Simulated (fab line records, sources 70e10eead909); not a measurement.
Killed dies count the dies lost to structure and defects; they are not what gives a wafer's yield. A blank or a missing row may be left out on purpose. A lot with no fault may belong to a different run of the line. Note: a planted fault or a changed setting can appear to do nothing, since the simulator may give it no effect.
A sampling plan put to the test    flow nand-harc    one fab line, 22 faults that these records tell of, each judged on the records of the lots that it struck; 1 more is left out, because the records don't allow judging it
Plan = the line's own looks (route steps where a gauge or an inspection reads the wafer without altering it). A look is open to judgement when struck wafers have a number at it and the file gives its usual mean and standard deviation on fault-free wafers. Caught: at a look after the fault's first step, the mean of the struck wafers lies 4 or more of those standard deviations (sigma) from the usual mean. On the tool: the test repeated on the tool's own readings taken at the fault's steps. Also counted as caught: the struck wafers showing another recipe, or a record that is empty for them alone.

## THE FAULTS, as the simulator had put them in
1. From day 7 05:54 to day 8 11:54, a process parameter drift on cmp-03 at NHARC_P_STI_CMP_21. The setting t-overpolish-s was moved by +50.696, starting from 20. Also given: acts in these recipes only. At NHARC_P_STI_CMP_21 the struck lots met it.
2. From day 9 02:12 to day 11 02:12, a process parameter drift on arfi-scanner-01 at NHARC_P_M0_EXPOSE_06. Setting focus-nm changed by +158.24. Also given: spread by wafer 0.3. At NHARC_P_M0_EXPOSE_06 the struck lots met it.
3. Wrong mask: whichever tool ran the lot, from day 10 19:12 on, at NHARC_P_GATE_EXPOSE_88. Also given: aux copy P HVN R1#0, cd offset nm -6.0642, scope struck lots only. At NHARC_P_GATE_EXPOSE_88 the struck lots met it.
4. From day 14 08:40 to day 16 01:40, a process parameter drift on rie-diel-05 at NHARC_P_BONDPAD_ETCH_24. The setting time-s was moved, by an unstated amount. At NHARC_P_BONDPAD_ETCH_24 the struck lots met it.
5. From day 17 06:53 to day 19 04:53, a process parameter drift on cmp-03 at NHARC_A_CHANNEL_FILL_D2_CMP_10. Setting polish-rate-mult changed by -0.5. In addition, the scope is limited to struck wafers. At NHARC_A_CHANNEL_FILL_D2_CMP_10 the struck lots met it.
6. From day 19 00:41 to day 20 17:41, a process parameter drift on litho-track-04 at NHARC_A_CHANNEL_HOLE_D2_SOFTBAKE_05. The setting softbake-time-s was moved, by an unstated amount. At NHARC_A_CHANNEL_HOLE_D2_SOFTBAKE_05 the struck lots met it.
7. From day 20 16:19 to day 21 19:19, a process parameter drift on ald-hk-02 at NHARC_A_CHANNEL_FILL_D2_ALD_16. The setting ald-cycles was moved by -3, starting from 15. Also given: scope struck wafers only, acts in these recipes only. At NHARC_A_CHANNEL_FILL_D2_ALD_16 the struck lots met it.
8. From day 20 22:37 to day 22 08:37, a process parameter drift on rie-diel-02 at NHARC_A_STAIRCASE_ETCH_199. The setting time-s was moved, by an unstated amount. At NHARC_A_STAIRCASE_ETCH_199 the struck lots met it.
9. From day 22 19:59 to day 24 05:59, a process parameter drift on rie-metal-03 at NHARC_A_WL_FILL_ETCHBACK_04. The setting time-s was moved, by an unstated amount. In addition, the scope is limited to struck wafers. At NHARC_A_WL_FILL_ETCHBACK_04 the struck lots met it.
10. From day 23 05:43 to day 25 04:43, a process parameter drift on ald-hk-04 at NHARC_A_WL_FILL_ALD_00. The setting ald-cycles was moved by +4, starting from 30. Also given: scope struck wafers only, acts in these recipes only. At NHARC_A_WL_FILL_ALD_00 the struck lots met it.
11. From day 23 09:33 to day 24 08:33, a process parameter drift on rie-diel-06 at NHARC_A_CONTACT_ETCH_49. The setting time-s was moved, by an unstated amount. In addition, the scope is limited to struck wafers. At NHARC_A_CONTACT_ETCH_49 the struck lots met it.
12. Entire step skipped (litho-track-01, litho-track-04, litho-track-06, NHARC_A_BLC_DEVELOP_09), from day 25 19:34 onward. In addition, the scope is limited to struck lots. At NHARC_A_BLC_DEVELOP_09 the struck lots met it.
13. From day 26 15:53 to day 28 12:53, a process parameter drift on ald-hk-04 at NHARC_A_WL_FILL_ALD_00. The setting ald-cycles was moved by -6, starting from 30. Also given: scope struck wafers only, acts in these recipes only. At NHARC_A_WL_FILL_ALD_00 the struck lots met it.
14. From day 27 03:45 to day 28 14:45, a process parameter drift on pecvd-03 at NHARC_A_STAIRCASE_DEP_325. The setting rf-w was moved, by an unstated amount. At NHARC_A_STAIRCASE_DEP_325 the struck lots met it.
15. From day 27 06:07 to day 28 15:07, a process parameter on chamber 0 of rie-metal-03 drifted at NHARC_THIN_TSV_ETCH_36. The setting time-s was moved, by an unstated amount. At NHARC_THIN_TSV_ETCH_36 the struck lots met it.
16. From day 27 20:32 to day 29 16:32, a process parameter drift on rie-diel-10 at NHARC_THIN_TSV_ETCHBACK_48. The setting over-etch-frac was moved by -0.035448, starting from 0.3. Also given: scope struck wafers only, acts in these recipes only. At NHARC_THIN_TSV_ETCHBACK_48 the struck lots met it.
17. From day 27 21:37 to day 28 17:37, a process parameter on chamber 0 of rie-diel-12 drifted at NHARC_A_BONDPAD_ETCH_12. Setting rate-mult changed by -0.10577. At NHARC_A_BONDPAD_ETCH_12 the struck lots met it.
18. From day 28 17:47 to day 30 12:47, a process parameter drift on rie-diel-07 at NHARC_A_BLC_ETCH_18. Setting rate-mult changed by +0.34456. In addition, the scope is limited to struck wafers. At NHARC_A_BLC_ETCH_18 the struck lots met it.
19. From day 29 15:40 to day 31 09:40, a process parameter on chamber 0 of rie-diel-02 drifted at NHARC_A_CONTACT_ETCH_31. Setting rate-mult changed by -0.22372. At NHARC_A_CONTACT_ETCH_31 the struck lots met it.
20. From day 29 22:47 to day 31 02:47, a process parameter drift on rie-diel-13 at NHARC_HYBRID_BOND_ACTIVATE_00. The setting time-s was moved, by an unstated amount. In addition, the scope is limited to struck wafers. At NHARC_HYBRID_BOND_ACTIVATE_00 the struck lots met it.
21. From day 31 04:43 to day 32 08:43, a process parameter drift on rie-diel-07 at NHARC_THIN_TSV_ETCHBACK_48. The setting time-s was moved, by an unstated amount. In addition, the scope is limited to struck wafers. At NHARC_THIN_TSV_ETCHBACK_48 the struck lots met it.
22. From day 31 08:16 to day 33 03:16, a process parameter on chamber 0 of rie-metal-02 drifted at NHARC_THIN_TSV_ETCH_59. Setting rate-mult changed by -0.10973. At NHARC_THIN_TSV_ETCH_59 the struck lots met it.

## WHAT THE PLAN SAW
fault  on the tool itself                                first look that catches it                    reading, sigma                                             median hours from its first step to that look  hours from the fault's start to the first struck lot there  judged looks passed uncaught
1      overpolish-run-s +99 or beyond sigma              not the one look that can be judged after it  -                                                          -                                              -                                                           1
2      exposure-dose-mJ-cm2 +66 sigma                    NHARC_P_M0_CD_MEAS_09                         cd-nm -9.8                                                 0.1                                            30                                                          0
3      no reading that can be judged                     no look after it can be judged                -                                                          -                                              -                                                           0
4      run-length-s -51 sigma                            not the one look that can be judged after it  -                                                          -                                              -                                                           1
5      time-to-endpoint-s +5.0 sigma                     no look after it can be judged                -                                                          -                                              -                                                           0
6      heater-power-total-W +99 or beyond sigma          not the one look that can be judged after it  -                                                          -                                              -                                                           1
7      under 2 sigma                                     no look after it can be judged                -                                                          -                                              -                                                           0
8      only faintly: run-length-s +3.1 sigma             not the one look that can be judged after it  strongest: killed-at-periphery at NHARC_END_SORT_01, +2.1  -                                              -                                                           1
9      run-length-s -27 sigma                            no look after it can be judged                -                                                          -                                              -                                                           0
10     under 2 sigma                                     no look after it can be judged                -                                                          -                                              -                                                           0
11     run-length-s -97 sigma                            no look after it can be judged                -                                                          -                                              -                                                           0
12     the tool's record is blank for the struck wafers  no look after it can be judged                -                                                          -                                              -                                                           0
13     under 2 sigma                                     no look after it can be judged                -                                                          -                                              -                                                           0
14     rf-fwd-power-W +42 sigma                          no look after it can be judged                -                                                          -                                              -                                                           0
15     run-length-s -14 sigma                            not the one look that can be judged after it  -                                                          -                                              -                                                           1
16     under 2 sigma                                     not the one look that can be judged after it  -                                                          -                                              -                                                           1
17     only faintly: oes-product-au -3.4 sigma           no look after it can be judged                -                                                          -                                              -                                                           0
18     oes-product-au +11 sigma                          no look after it can be judged                -                                                          -                                              -                                                           0
19     oes-product-au -12 sigma                          NHARC_END_SORT_01                             killed-dies +10                                            54.2                                           62                                                          0
20     run-length-s -29 sigma                            no look after it can be judged                -                                                          -                                              -                                                           0
21     run-length-s -99 or beyond sigma                  no look after it can be judged                -                                                          -                                              -                                                           0
22     oes-product-au -6.0 sigma                         no look after it can be judged                -                                                          -                                              -                                                           0
A dash: this means the fault isn't caught or the number doesn't appear in these records.

Caught at a look: 2 of 22. Caught on the tool: 15 of 22. By one or the other: 15 of 22.
Faults 1, 4, 5, 6, 9, 11, 12, 14, 15, 18, 20, 21, 22 were caught on the tool alone.
Caught by neither: faults 3, 7, 8, 10, 13, 16, 17.

## THINNER SAMPLING
Were the look that catches a fault to measure just every second or every third lot (counted by lot number), the first struck lot would, at worst, be measured this late:
fault  struck lots at that look, in order of time  every lot  every second lot  every third lot
2      L154                                        30 h       may miss it       may miss it
19     L760, L761, L762                            62 h       62 h              74 h
Hours: fault start to first struck lot measured. 4 sigma limit: tested on the pooled struck wafers, so a lone lot may be under it. Other struck lots may not be in these records.

## THE LONGEST TIMED WAY FROM STEP TO LOOK
In fault 19, a median of 54.2 hours elapses between NHARC_A_CONTACT_ETCH_31 and NHARC_END_SORT_01. No look between them can be judged.
